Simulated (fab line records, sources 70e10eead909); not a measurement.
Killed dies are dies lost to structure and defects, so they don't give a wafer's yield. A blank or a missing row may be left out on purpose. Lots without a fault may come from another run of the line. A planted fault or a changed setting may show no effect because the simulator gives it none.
Chamber matching | flow nand_harc | NHARC_A_STAIRCASE_ALD_420 on ald_hk-01: 4 sister chambers
The step deposits SiO2, target thk 20 nm, pulse time 6 s, ald cycles 200. 4 wafers are shown with their chamber, then 9 later ones without.

WAFERS WITH THEIR CHAMBER
wafer  | chamber | heater_power_w (W)
L602.3 | 0       | 486
L604.3 | 3       | 491
L604.4 | 1       | 413
L604.6 | 2       | 531

WAFERS WITHOUT THEIR CHAMBER
wafer  | heater_power_w (W)
L609.2 | 472
L609.3 | 460
L609.6 | 471
L615.2 | 430
L615.5 | 418
L615.6 | 555
L616.1 | 468
L616.2 | 488
L616.4 | 545

WHICH CHAMBER EACH WENT THROUGH
wafer  | from the rows above          | in truth
L609.2 | can't be placed: 0 or 3      | 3
L609.3 | can't be placed: 0 or 3 or 1 | 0
L609.6 | can't be placed: 0 or 3      | 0
L615.2 | 1                            | 1
L615.5 | 1                            | 1
L615.6 | 2                            | 2
L616.1 | can't be placed: 0 or 3      | 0
L616.2 | can't be placed: 0 or 3      | 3
L616.4 | 2                            | 2
Placed correctly: 4 of 9. Can't be placed from these rows: 5 (the true chamber is among the candidates in 5). Placed wrongly: 0.
How it was worked out, from the rows above alone: a wafer's distance from a chamber is the root of the sum, over the readings, of the square of ((its reading less the chamber's mean) divided by the reading's scatter). The wafer belongs to the nearest chamber; if the next one is less than 2 further off, it can't be placed. A chamber's mean is the mean of its shown wafers. The scatter: with one shown wafer a chamber, the root of the mean of the squares of how far each hidden wafer lies from its nearest shown one.
